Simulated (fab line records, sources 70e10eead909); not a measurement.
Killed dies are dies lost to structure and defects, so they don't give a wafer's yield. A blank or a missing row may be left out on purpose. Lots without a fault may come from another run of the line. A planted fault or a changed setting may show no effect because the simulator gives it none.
fab line records | flow nand_harc
record lots=6 wafers=18 last_day=24
route steps=1159 shown A_SOURCE_PLATE@420 A_ONON_D1@424 END@1159
lots that met no fault: from a run of the same line without faults
start_h: hours from the record's first day to the start of the lot's first wafer shown | wait_h: hours since the lot's step before | " the same as in the row above | L1.1+2: a row that stands for several wafers | - no value, or no start given | * or withheld: withheld | < > ~ a bound
route shown NAME@n: a module of which the file shows steps, and the number in the route of the first | usual: mean/standard deviation of fault-free wafers | same: alike in all rows | chamber/n: place in a boat | sites: the reading at each site | _std_site: their standard deviation | _edge_site: outer sites' mean less inner sites' | radius_mm: how far each site lies from the wafer's centre | mask NAME#n: copy n | behind: the tool/chamber that last shaped the wafer | hold: why the lot was held/for how many hours/how that ended | device: the transistor (n, p or np) that didn't switch | end of line: the same wafers' tests at the end of the route | a step without rows: its recipe alone | killed: dies lost to structure and defects at the first sort, not the wafer's yield | map: a wafer's dies, x killed, . not, _ none there
set.NAME: the setting as run; set.NAME@STEP: as run at that earlier step | model.NAME: the simulator's own value behind a step, which no gauge read
lots at some steps of the route; a table a step, a row a wafer
services: from which hour (start_h, from the record's first day; less than 0 if before it) a tool's chamber was out of use, for how many hours, and why
## steps
# step NHARC_A_SOURCE_PLATE_THK_MEAS_06
# recipe thk_meas_gauge=ellipsometry
# usual thk_nm=200.5/2.3
# columns lot.wafer tool chamber start_h wait_h thk_nm
L725.1 film_metro-02 - 200.62 0.4 201.1
L725.3 " - " " 199.4
L725.4 " - " " 200.7
L724.2 film_metro-01 - 200.64 0.4 201.2
L724.4 " - " " 201.8
L724.6 " - " " 202.3
L732.1 film_metro-01 - 256.82 0.4 202.3
L732.3 " - " " 200.4
L732.5 " - " " 201.7
L737.1 film_metro-01 - 276.51 0.4 204.2
L737.2 " - " " 200.7
L737.4 " - " " 202.0
L738.2 film_metro-02 - 293.02 0.4 203.2
L738.3 " - " " 201.2
L738.5 " - " " 200.2
L739.3 film_metro-01 - 293.03 0.4 201.6
L739.4 " - " " 202.9
L739.5 " - " " 203.6
# step NHARC_A_SOURCE_PLATE_INSPECT_08
# usual raw_defect_count=74/28
# columns lot.wafer tool chamber start_h wait_h raw_defect_count
L725.1 defect_inspect-02 - 200.68 0.0 32
L725.3 " - " " 51
L725.4 " - " " 54
L724.2 defect_inspect-02 - 200.70 0.0 63
L724.4 " - " " 111
L724.6 " - " " 87
L732.1 defect_inspect-02 - 256.88 0.0 76
L732.3 " - " " 75
L732.5 " - " " 79
L737.1 defect_inspect-01 - 276.57 0.0 53
L737.2 " - " " 52
L737.4 " - " " 44
L738.2 defect_inspect-01 - 293.09 0.0 122
L738.3 " - " " 139
L738.5 " - " " 111
L739.3 defect_inspect-02 - 293.09 0.0 102
L739.4 " - " " 89
L739.5 " - " " 106
# step NHARC_A_ONON_D1_DEP_00
# recipe target_thk_a=10000 n2_flow_sccm=2750 n2o_flow_sccm=2000 nh3_flow_sccm=500 sih4_flow_sccm=210 temp_c=400
# step NHARC_A_ONON_D1_THK_MEAS_02
# recipe thk_meas_gauge=ellipsometry
# usual thk_nm=1000/9.2
# columns lot.wafer tool chamber start_h wait_h thk_nm
L725.1 film_metro-02 - 201.26 - 1005
L725.3 " - " " 1006
L725.4 " - " " 1006
L724.2 film_metro-02 - 201.28 - 1009
L724.4 " - " " 1009
L724.6 " - " " 1011
L732.1 film_metro-01 - 257.46 - 1004
L732.3 " - " " 1004
L732.5 " - " " 1005
L737.1 film_metro-01 - 277.15 - 1006
L737.2 " - " " 1008
L737.4 " - " " 1007
L738.2 film_metro-02 - 293.66 - 1006
L738.3 " - " " 1006
L738.5 " - " " 1003
L739.3 film_metro-01 - 293.66 - 1012
L739.4 " - " " 1014
L739.5 " - " " 1013
# step NHARC_A_ONON_D1_DEP_03
# recipe target_thk_a=10000 n2_flow_sccm=2750 n2o_flow_sccm=2000 nh3_flow_sccm=500 sih4_flow_sccm=210 temp_c=400
# step NHARC_A_ONON_D1_THK_MEAS_05
# recipe thk_meas_gauge=ellipsometry
# usual thk_nm=1000/9
# columns lot.wafer tool chamber start_h wait_h thk_nm
L725.1 film_metro-01 - 201.83 - 1000
L725.3 " - " " 998
L725.4 " - " " 1001
L724.2 film_metro-01 - 201.96 - 991
L724.4 " - " " 990
L724.6 " - " " 990
L732.1 film_metro-01 - 258.03 - 1005
L732.3 " - " " 1006
L732.5 " - " " 1005
L737.1 film_metro-01 - 277.72 - 1006
L737.2 " - " " 1003
L737.4 " - " " 1005
L738.2 film_metro-02 - 294.23 - 1005
L738.3 " - " " 1004
L738.5 " - " " 1002
L739.3 film_metro-01 - 294.23 - 1008
L739.4 " - " " 1008
L739.5 " - " " 1007
# step NHARC_A_ONON_D1_DEP_06
# recipe target_thk_a=10000 n2_flow_sccm=2750 n2o_flow_sccm=2000 nh3_flow_sccm=500 sih4_flow_sccm=210 temp_c=400
# step NHARC_A_ONON_D1_THK_MEAS_08
# recipe thk_meas_gauge=ellipsometry
# usual thk_nm=1004/11
# columns lot.wafer tool chamber start_h wait_h thk_nm
L725.1 film_metro-02 - 202.39 - 981
L725.3 " - " " 982
L725.4 " - " " 980
L724.2 film_metro-02 - 202.53 - 995
L724.4 " - " " 994
L724.6 " - " " 995
L732.1 film_metro-02 - 258.61 - 1021
L732.3 " - " " 1020
L732.5 " - " " 1020
L737.1 film_metro-02 - 278.28 - 995
L737.2 " - " " 996
L737.4 " - " " 994
L738.2 film_metro-01 - 294.80 - 1024
L738.3 " - " " 1025
L738.5 " - " " 1025
L739.3 film_metro-02 - 294.80 - 1009
L739.4 " - " " 1008
L739.5 " - " " 1010
# step NHARC_A_ONON_D1_DEP_09
# recipe target_thk_a=10000 n2_flow_sccm=2750 n2o_flow_sccm=2000 nh3_flow_sccm=500 sih4_flow_sccm=210 temp_c=400
# step NHARC_A_ONON_D1_THK_MEAS_11
# recipe thk_meas_gauge=ellipsometry
# usual thk_nm=1001/10
# columns lot.wafer tool chamber start_h wait_h thk_nm
L725.1 film_metro-01 - 202.96 - 991
L725.3 " - " " 994
L725.4 " - " " 994
L724.2 film_metro-02 - 203.09 - 1010
L724.4 " - " " 1012
L724.6 " - " " 1011
L732.1 film_metro-01 - 259.19 - 1011
L732.3 " - " " 1010
L732.5 " - " " 1011
L737.1 film_metro-01 - 278.85 - 997
L737.2 " - " " 999
L737.4 " - " " 996
L738.2 film_metro-01 - 295.37 - 984
L738.3 " - " " 987
L738.5 " - " " 984
L739.3 film_metro-02 - 295.38 - 1019
L739.4 " - " " 1019
L739.5 " - " " 1019
# step NHARC_A_ONON_D1_DEP_12
# recipe target_thk_a=10000 n2_flow_sccm=2750 n2o_flow_sccm=2000 nh3_flow_sccm=500 sih4_flow_sccm=210 temp_c=400
# columns lot.wafer tool chamber start_h wait_h
L725.1+3+4 pecvd_onon-03 0 203.01 0.1
L724.2+4+6 pecvd_onon-02 0 203.22 0.1
L732.1+3+5 pecvd_onon-02 0 259.24 0.1
L737.1+2+4 pecvd_onon-02 0 278.91 0.1
L738.2+3+5 pecvd_onon-03 0 295.48 0.1
L739.3+4+5 pecvd_onon-01 0 295.55 0.2
# step NHARC_A_ONON_D1_THK_MEAS_14
# recipe thk_meas_gauge=ellipsometry
# usual thk_nm=1001/10
# columns lot.wafer tool chamber start_h wait_h hold thk_nm
L725.1 film_metro-02 - 203.53 - - 998
L725.3 " - " " - 999
L725.4 " - " " - 1000
L724.2 film_metro-01 - 203.67 - - 1011
L724.4 " - " " - 1011
L724.6 " - " " - 1010
L732.1 film_metro-01 - 259.75 - await_dispo/0.2h/release 1458
L732.3 " - " " await_dispo/0.2h/release 1458
L732.5 " - " " await_dispo/0.2h/release 1457
L732.1 film_metro-01 - 259.92 0.2 - 1458
L732.3 " - " " - 1457
L732.5 " - " " - 1457
L737.1 film_metro-01 - 279.43 - await_dispo/0.2h/release 1458
L737.2 " - " " await_dispo/0.2h/release 1460
L737.4 " - " " await_dispo/0.2h/release 1456
L737.1 film_metro-01 - 279.60 0.2 - 1457
L737.2 " - " " - 1458
L737.4 " - " " - 1459
L738.2 film_metro-02 - 295.93 - - 995
L738.3 " - " " - 995
L738.5 " - " " - 994
L739.3 film_metro-02 - 295.94 - - 998
L739.4 " - " " - 999
L739.5 " - " " - 998
# step NHARC_END_SORT_01
# recipe temp_c=25
# usual defect_limited_yield=95.1/1.3 killed_at_array=29/8.4 killed_at_other=0.7/1.2 killed_at_periphery=3.8/2.1 killed_dies=33/9 killed_open=3.4/2 killed_short=2.1/1.4 sort_bin_2_pct=1.5/0.56 sort_bin_3_pct=0.26/0.2 sort_bin_4_pct=3.1/0.91 sort_n_pass=644/9 sort_rim_yield_pct=96.2/2.2 sort_yield_pct=95.1/1.3
# same gross_dies=677 sort_bin_5_pct[%]=0 sort_bin_6_pct[%]=0 sort_bin_7_pct[%]=0 sort_bin_8_pct[%]=0 sort_rim_n_gross=106.00
# columns lot.wafer tool chamber start_h wait_h defect_limited_yield[%] killed_at_array killed_at_other killed_at_periphery killed_dies killed_open killed_short sort_bin_2_pct[%] sort_bin_3_pct[%] sort_bin_4_pct[%] sort_n_pass sort_rim_yield_pct[%] sort_yield_pct[%]
L725.1 prober-01 0 503.21 2.4 95.7 23 0 6 29 2 0 1.3 0.15 2.8 648 99.1 95.7
L725.3 prober-01 0 504.82 3.1 95.7 23 0 6 29 1 2 1.6 0.15 2.5 648 98.1 95.7
L725.4 prober-01 0 505.63 3.4 94.5 26 1 10 37 5 2 0.9 0.59 4.0 640 94.3 94.5
L724.2 prober-01 0 511.89 2.8 96.6 22 0 1 23 3 2 1.3 0.15 1.9 654 99.1 96.6
L724.4 prober-01 0 513.50 3.4 96.9 21 0 0 21 4 1 0.4 0.15 2.5 656 96.2 96.9
L724.6 prober-01 0 515.12 4.0 96.0 24 0 3 27 2 4 1.6 0 2.4 650 97.2 96.0
L739.3 prober-02 0 567.06 3.1 95.9 21 0 7 28 4 2 1.5 0 2.7 649 97.2 95.9
L739.4 prober-02 0 567.86 3.4 96.2 23 0 3 26 2 0 1.2 0.30 2.4 651 96.2 96.2
L739.5 prober-02 0 568.66 3.7 96.2 25 0 1 26 3 1 1.2 0 2.7 651 97.2 96.2
L738.2 prober-01 0 573.78 2.8 91.7 52 0 4 56 9 2 1.0 0.74 6.5 621 98.1 91.7
L738.3 prober-01 0 574.58 3.1 93.4 38 3 4 45 5 3 1.8 0.44 4.4 632 98.1 93.4
L738.5 prober-01 0 576.18 3.7 93.1 43 1 3 47 2 2 2.4 0.15 4.4 630 96.2 93.1
# killed by level:class
L725.1 A_CHANNEL_HOLE_D1:chamber_film_flake=14 P_ZERO_WELL:chamber_film_flake=3 P_STI:chamber_film_flake=2 A_BONDPAD:chamber_film_flake=2 A_CHANNEL_FILL_D1:chamber_film_flake=2 A_STAIRCASE:chamber_film_flake=2 A_SGD_CUT:geometric_particle:open=1 A_CONTACT:geometric_particle:open=1
L725.3 A_CHANNEL_HOLE_D1:chamber_film_flake=14 A_CONTACT:chamber_film_flake=3 P_ZERO_WELL:chamber_film_flake=2 P_GATE:chamber_film_flake=2 A_CHANNEL_FILL_D1:chamber_film_flake=2 P_CONTACT:geometric_particle:short=1 A_ONON_D1:geometric_particle:short=1 A_M0:geometric_particle:open=1
L725.4 A_CHANNEL_HOLE_D1:chamber_film_flake=13 P_ZERO_WELL:chamber_film_flake=4 P_STI:chamber_film_flake=4 A_CONTACT:chamber_film_flake=3 A_BONDPAD:chamber_film_flake=3 A_M0:geometric_particle:open=2 P_M0:chamber_film_flake=2 A_SGD_CUT:geometric_particle:short=1
L724.2 A_SLIT:chamber_film_flake=9 A_CHANNEL_HOLE_D1:chamber_film_flake=6 A_WL_FILL:geometric_particle:short=2 A_SOURCE_PLATE:geometric_particle:open=1 A_ONON_D1:geometric_particle:open=1 A_M0:geometric_particle:open=1 P_STI:chamber_film_flake=1 A_STAIRCASE:chamber_film_flake=1
L724.4 A_SLIT:chamber_film_flake=14 A_M0:geometric_particle:open=2 A_CHANNEL_HOLE_D1:chamber_film_flake=2 A_ONON_D1:geometric_particle:short=1 A_CONTACT:geometric_particle:open=1 A_BLC:geometric_particle:open=1
L724.6 A_SLIT:chamber_film_flake=12 A_CHANNEL_HOLE_D1:chamber_film_flake=7 A_WL_FILL:geometric_particle:short=3 P_CONTACT:geometric_particle:open=2 A_STAIRCASE:chamber_film_flake=2 P_STI:geometric_particle:short=1
L739.3 A_CHANNEL_HOLE_D1:chamber_film_flake=5 A_CONTACT:chamber_film_flake=5 P_ZERO_WELL:chamber_film_flake=3 A_STAIRCASE:chamber_film_flake=3 A_WL_FILL:chamber_film_flake=2 A_BONDPAD:chamber_film_flake=2 P_GATE:geometric_particle:open=1 P_M0:geometric_particle:open=1
L739.4 A_CHANNEL_HOLE_D1:chamber_film_flake=13 A_STAIRCASE:chamber_film_flake=3 A_CONTACT:chamber_film_flake=3 P_GATE:chamber_film_flake=2 A_WL_FILL:chamber_film_flake=2 A_ONON_D1:geometric_particle:open=1 A_CONTACT:geometric_particle:open=1 P_ZERO_WELL:chamber_film_flake=1
L739.5 A_CONTACT:chamber_film_flake=10 A_CHANNEL_HOLE_D1:chamber_film_flake=7 A_STAIRCASE:chamber_film_flake=3 P_CONTACT:geometric_particle:short=1 A_CHANNEL_FILL_D1:geometric_particle:open=1 A_WL_FILL:geometric_particle:open=1 A_M0:geometric_particle:open=1 A_ZERO_WELL:chamber_film_flake=1
L738.2 A_SLIT:chamber_film_flake=24 A_CONTACT:chamber_film_flake=9 A_CHANNEL_HOLE_D1:chamber_film_flake=7 A_STAIRCASE:chamber_film_flake=3 P_M0:geometric_particle:open=2 A_SGD_CUT:geometric_particle:open=2 A_M0:geometric_particle:open=2 P_M0:geometric_particle:short=1
L738.3 A_SLIT:chamber_film_flake=23 A_CHANNEL_HOLE_D1:chamber_film_flake=6 THIN_TSV:chamber_film_flake=3 P_M0:geometric_particle:open=2 A_WL_FILL:geometric_particle:short=2 A_STAIRCASE:chamber_film_flake=2 A_CONTACT:chamber_film_flake=2 P_CONTACT:geometric_particle:open=1
L738.5 A_SLIT:chamber_film_flake=28 A_CHANNEL_HOLE_D1:chamber_film_flake=8 P_ZERO_WELL:chamber_film_flake=2 A_STAIRCASE:chamber_film_flake=2 A_CONTACT:chamber_film_flake=2 P_M0:geometric_particle:open=1 A_ONON_D1:geometric_particle:short=1 A_CHANNEL_FILL_D1:geometric_particle:open=1
## services
# columns tool chamber start_h hours kind
pecvd_onon-01 - 195.30 13.0 pm
pecvd_onon-02 - 292.00 13.0 pm
## key
first_sign step=NHARC_A_ONON_D1_THK_MEAS_14 reading=visit direction=added
effect step=NHARC_A_ONON_D1_THK_MEAS_14 reading=thk_nm direction=up sigmas=45 usual=1001 struck=1458
met_at NHARC_A_ONON_D1_DEP_12
struck_wafers L732.1,L732.3,L732.5,L737.1,L737.2,L737.4
scrapped_behind NHARC_A_ONON_D1_THK_MEAS_14 L732.1,L732.3,L732.5,L737.1,L737.2,L737.4
onset_between 203.22 259.24
fault kind=process_parameter_drift tool=pecvd_onon-02 chamber=- onset_h=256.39 steps=NHARC_A_ONON_D1_DEP_12 channel=target_thk_a offset=* shape=step end_h=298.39 acts_in=* stated=*
